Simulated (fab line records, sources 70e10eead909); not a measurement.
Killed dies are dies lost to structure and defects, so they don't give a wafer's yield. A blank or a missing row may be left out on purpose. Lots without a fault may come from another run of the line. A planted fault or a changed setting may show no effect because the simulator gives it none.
Chamber matching | flow nand_harc | NHARC_P_CONTACT_ALD_22 on ald_metal-04: 4 sister chambers
The step deposits TiN, target thk 3 nm, pulse time 1 s, ald cycles 150. 8 wafers are shown with their chamber, then 8 later ones without.

WAFERS WITH THEIR CHAMBER
wafer  | chamber | heater_power_w (W) | precursor_pulse_height_rel
L081.6 | 1       | 1023               | 0.990
L084.1 | 3       | 1109               | 1.003
L084.4 | 0       | 1174               | 1.008
L084.5 | 2       | 1050               | 0.979
L088.1 | 3       | 1094               | 0.989
L088.2 | 1       | 1030               | 0.971
L088.3 | 0       | 1165               | 0.985
L088.4 | 2       | 1045               | 1.009

WAFERS WITHOUT THEIR CHAMBER
wafer  | heater_power_w (W) | precursor_pulse_height_rel
L088.5 | 1071               | 0.995
L088.6 | 1200               | 1.007
L085.4 | 1025               | 1.018
L085.5 | 1129               | 1.015
L085.6 | 1029               | 0.983
L089.1 | 1051               | 0.980
L089.3 | 1102               | 1.019
L089.6 | 1043               | 1.030

WHICH CHAMBER EACH WENT THROUGH
wafer  | from the rows above     | in truth
L088.5 | can't be placed: 2 or 3 | 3
L088.6 | 0                       | 0
L085.4 | can't be placed: 1 or 2 | 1
L085.5 | can't be placed: 3 or 0 | 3
L085.6 | 1                       | 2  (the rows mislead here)
L089.1 | 2                       | 2
L089.3 | 3                       | 3
L089.6 | can't be placed: 2 or 1 | 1
Placed correctly: 3 of 8. Can't be placed from these rows: 4 (the true chamber is among the candidates in 4). Placed wrongly: 1.
How it was worked out, from the rows above alone: a wafer's distance from a chamber is the root of the sum, over the readings, of the square of ((its reading less the chamber's mean) divided by the reading's scatter). The wafer belongs to the nearest chamber; if the next one is less than 2 further off, it can't be placed. A chamber's mean is the mean of its shown wafers. The scatter: the root of (the sum of the squares of (reading less its chamber's mean) over the shown wafers, divided by (wafers less chambers)).
